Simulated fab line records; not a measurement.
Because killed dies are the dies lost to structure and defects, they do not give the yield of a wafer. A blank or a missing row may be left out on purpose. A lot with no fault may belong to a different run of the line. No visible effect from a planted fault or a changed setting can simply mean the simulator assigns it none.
Which tool did it?	flow nand_harc	18 wafers from 6 lots sampled at 5 of the route's 1302 steps

== WHAT EACH GAUGE READ, for each wafer ==
NHARC_END_SORT_01.
lot	measured	on	killed_at_array
L299	day 28 12:41	prober-02	671 673 667

== EACH LOT AND THE TOOL THAT RAN IT (in order: tool; ch and the chambers of the sampled wafers; start) ==
lot	NHARC_A_STAIRCASE_ETCH_188	NHARC_A_STAIRCASE_ETCH_190	NHARC_A_STAIRCASE_TRIM_191	NHARC_A_STAIRCASE_ETCH_192
L289	rie_diel-03 ch 1,2,3, day 16 19:38	rie_diel-03 ch 0,1,3, no start	rie_diel-03 ch 0,2, no start	rie_diel-03 ch 0,2, no start
L294	rie_diel-03 ch 1,2,3, day 17 22:35	rie_diel-03 ch 0,2,3, no start	rie_diel-03 ch 1,2,3, no start	rie_diel-03 ch 0,1,2, no start
L298	rie_diel-01 ch 0,2, day 20 02:42	rie_diel-01 ch 1,2, no start	rie_diel-01 ch 1,2, no start	rie_diel-01 ch 0,3, no start
L299	rie_diel-01 ch 0,1,2, day 20 07:52	rie_diel-01 ch 0,2,3, day 28 12:41 or earlier	rie_diel-01 ch 0,2,3, day 28 12:41 or earlier	rie_diel-01 ch 1,2,3, day 28 12:41 or earlier
L302	rie_diel-07 ch 0,2, day 21 22:28	rie_diel-07 ch 0,2,3, no start	rie_diel-07 ch 1,2,3, no start	rie_diel-07 ch 0,1,3, no start
L311	rie_diel-01 ch 0,3, day 25 03:38	rie_diel-01 ch 1,2,3, no start	rie_diel-01 ch 0,1, no start	rie_diel-01 ch 0,1,3, no start
- NHARC_A_STAIRCASE_ETCH_188: etches the open film in C4F8/O2, target depth 100 nm, time 40.5 s.
- NHARC_A_STAIRCASE_ETCH_190: etches the open film in C4F8/O2, target depth 100 nm, time 40.5 s.
- NHARC_A_STAIRCASE_TRIM_191: chemistry O2, time 211.2 s.
- NHARC_A_STAIRCASE_ETCH_192: etches the open film in C4F8/O2, target depth 100 nm, time 40.5 s.

== THE ANSWER, worked out from the rows above alone ==
Rule: the usual values come from the lots themselves. The widest of any qualifying gaps counts: lots, ordered by their means at a reading, are off when they make up no more than a third of the lots, leave a main group of 4 or more, and stand apart from it by 3 or more times the standard deviation of that group's means. If all means in a main group match to the digits the tables above print for the reading, that group is not used. A lot without any number at a reading at which 4 lots or more have one is off too. Where the step has rows for the other lots, those lots are counted as sound.
None of the lots is off at any reading shown; this tells nothing.

== WHAT WAS PUT IN BY THE SIMULATOR ==
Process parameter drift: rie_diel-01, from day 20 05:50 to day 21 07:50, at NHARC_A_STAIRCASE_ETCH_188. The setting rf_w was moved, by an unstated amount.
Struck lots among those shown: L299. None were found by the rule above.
